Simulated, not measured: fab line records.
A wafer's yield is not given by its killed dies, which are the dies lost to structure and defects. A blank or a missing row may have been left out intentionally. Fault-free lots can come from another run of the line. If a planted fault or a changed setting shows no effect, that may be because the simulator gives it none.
Matching of chambers -- flow nand_harc -- NHARC_A_BLC_STRIP_21 on rie_diel-07: 4 sister chambers
The step strips in O2. 20 wafers are shown with their chamber, then 10 later ones without.

== EACH WAFER AND ITS CHAMBER ==
wafer,chamber,showerhead_plenum_p_Torr (Torr),drypump_motor_current_A (A),oes_product_au (a.u.)
L078.1,3,3.43,6.4,0.997
L078.2,2,3.37,5.3,1.004
L078.3,0,3.56,6.0,1.005
L079.2,2,3.37,5.4,0.994
L079.4,3,3.43,6.4,1.010
L079.5,0,3.56,6.0,1.010
L083.2,3,3.42,6.4,0.997
L083.5,0,3.56,6.0,1.009
L083.6,3,3.42,6.4,1.006
L084.2,3,3.42,6.4,1.009
L084.4,0,3.56,6.0,1.008
L084.6,3,3.42,6.4,1.009
L085.3,0,3.56,6.0,1.005
L085.5,0,3.56,6.0,1.001
L085.6,3,3.42,6.4,1.010
L086.1,1,3.41,6.0,1.013
L086.4,3,3.42,6.4,1.011
L086.6,3,3.42,6.4,1.007
L086.2,0,3.56,6.0,1.005
L086.3,2,3.37,5.4,0.996

SIGNATURES (averages over the wafers above)
reading,chamber 0,chamber 1,chamber 2,chamber 3,scatter within a chamber
showerhead_plenum_p_Torr,3.5600,3.4100,3.3700,3.4222,0.00312
drypump_motor_current_A,6.000,6.000,5.367,6.400,0.0204
oes_product_au,1.00614,1.01300,0.99800,1.00622,0.00468
Rule: a wafer's distance from a chamber is the root of the sum, over the readings, of the square of ((its reading less the chamber's mean) divided by the reading's scatter). The wafer belongs to the nearest chamber; if the next one is less than 2 further off, it can't be placed. The scatter: take each reading less its chamber's mean, square it, sum over the shown wafers, divide by the number of wafers less the number of chambers, and take the root.

== WAFERS WHOSE CHAMBER IS MISSING ==
wafer,showerhead_plenum_p_Torr (Torr),drypump_motor_current_A (A),oes_product_au (a.u.)
L086.5,3.56,6.0,1.005
L088.1,3.36,5.4,1.011
L088.2,3.41,6.0,1.002
L088.4,3.42,6.4,0.999
L089.1,3.36,5.4,1.022
L089.5,3.36,5.4,1.024
L089.6,3.42,6.4,1.001
L091.1,3.56,6.0,1.005
L091.4,3.41,6.0,0.998
L091.5,3.36,5.3,1.011

== EACH ONE'S CHAMBER ==
wafer,from the rows above,in truth
L086.5,0,0
L088.1,2,2
L088.2,1,1
L088.4,3,3
L089.1,2,2
L089.5,2,2
L089.6,3,3
L091.1,0,0
L091.4,1,1
L091.5,2,2
Placed correctly: 10 of 10. Not placeable from these rows: 0. Wrongly placed: 0.
